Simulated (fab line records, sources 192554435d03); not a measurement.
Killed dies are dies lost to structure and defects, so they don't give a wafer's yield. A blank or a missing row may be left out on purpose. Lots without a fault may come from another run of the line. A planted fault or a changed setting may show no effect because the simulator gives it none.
A struck lot beside a sound one | flow n5_finfet | 18 steps out of a route of 1938
Sound: wafers L160.2, L160.5. Struck: wafers L171.2, L171.6. The cause comes at the end.
At each step with rows: each side's tool, then ch and its chambers, then its first start. Under that, the readings that differ: sound wafers | struck wafers | difference of the means | sigmas: that difference in standard deviations of wafers without a fault.
alike: readings whose means differ by less than 2 such deviations, and words and numbers that are the same on both sides. not compared: withheld readings, readings that some wafer has no value for, bounds like >300 that may hide the same value, and numbers for which the record gives no deviation and whose values overlap.
The two part at a step that has a row with sigmas, a row that says differs or no value, or rows on one side only. Numbers that don't overlap but have no deviation are shown without sigmas and don't part them. A reading that every wafer of one side lacks parts them only if that side has two wafers or more.

N5_BEOL_M2_ANNEAL_82: time 240 s.
  sound on pvd_sputter-02, day 9 10:28; struck on pvd_sputter-01, day 12 07:50
  alike: heater_power_w, susceptor_temp_C_max
then, 1 step without rows for these wafers: N5_BEOL_M2_SPUTTER_86 (material Cu, target thk 4.5 nm, time 8.29 s).
N5_BEOL_M2_ANNEAL_87: time 240 s.
  sound on pvd_sputter-02, day 9 10:41; struck on pvd_sputter-01, day 12 08:03
  alike: heater_power_w, susceptor_temp_C_max
then, 2 steps without rows for these wafers: N5_BEOL_M2_SPUTTER_88 (material Cu, target thk 4.5 nm, time 8.29 s); N5_BEOL_M2_ANNEAL_89 (time 240 s).
N5_BEOL_M2_SPUTTER_90: material Cu, target thk 4.5 nm, time 8.29 s.
  sound on pvd_sputter-02, day 9 11:03; struck on pvd_sputter-01, day 12 08:25
  alike: chuck_gas_flow_sccm, chuck_sensor_temp_C, throttle_valve_pct
N5_BEOL_M2_ANNEAL_91: time 240 s.
  sound on pvd_sputter-02, day 9 11:08; struck on pvd_sputter-01, day 12 08:29
  alike: heater_power_w, susceptor_temp_C_max
then, 1 step without rows for these wafers: N5_BEOL_M2_SPUTTER_92 (material Cu, target thk 4.5 nm, time 8.29 s).
N5_BEOL_M2_ANNEAL_93: time 240 s.
  sound on pvd_sputter-02, day 9 11:21; struck on pvd_sputter-01, day 12 08:43
  alike: heater_power_w, susceptor_temp_C_max
then, 3 steps without rows for these wafers: N5_BEOL_M2_SPUTTER_94 (material Cu, target thk 4.5 nm, time 8.29 s); N5_BEOL_M2_ANNEAL_95 (time 240 s); N5_BEOL_M2_SPUTTER_96 (material Cu, target thk 4.5 nm, time 8.29 s).
N5_BEOL_M2_ECD_50: material Cu, target thk 300 nm.
  sound on ecd_cu-02 ch 0, day 9 11:49; struck on ecd_cu-01 ch 1, day 12 09:11
  reading                                | sound       | struck      | difference | sigmas
  model.Cu_of_BEOL_M2_ECD_50.thk_nm (nm) | 302.4 303.2 | 444.2 447.4 | +143.0     |
then, 1 step without rows for these wafers: N5_BEOL_M2_ANNEAL_51 (time 90 s).
N5_BEOL_M2_CMP_52: polishes, stops on SiOC, t overpolish 6.8 s, target thk 40 nm.
  sound on cmp-03 ch 2,3, day 9 12:12; struck on cmp-03 ch 0,3, day 12 09:37
  reading                | sound | struck | difference | sigmas
  time_to_endpoint_s (s) | 56 66 | 88 98  | +32        | +7
  alike: motor_current_A
N5_BEOL_M2_THK_MEAS_53: measures by xrf.
  sound on film_metro-02, day 9 12:30; struck on film_metro-01, day 12 09:52
  alike: M2_THK
N5_BEOL_M4_RC_MEAS_101:
  sound on prober-01 ch 0, day 10 09:02; struck on prober-02 ch 0, day 13 06:38
  reading        | sound     | struck    | difference | sigmas
  DIBL_P (mV/V)  | 42.0 39.6 | 33.7 36.5 | -5.7       | -2
  IOFF_P (nA/um) | 0.31 0.26 | 0.18 0.20 | -0.10      | -2
  alike: DIBL_N, IOFF_N, ION_N, ION_P, SS_N, SS_P, VT_N, VT_P
then, 1 step without rows for these wafers: N5_PASSIVATION_PROBE_49.

WHERE THEY PART
First at N5_BEOL_M2_CMP_52; last, within this record, at N5_BEOL_M4_RC_MEAS_101.

WHY: what the simulator had put in
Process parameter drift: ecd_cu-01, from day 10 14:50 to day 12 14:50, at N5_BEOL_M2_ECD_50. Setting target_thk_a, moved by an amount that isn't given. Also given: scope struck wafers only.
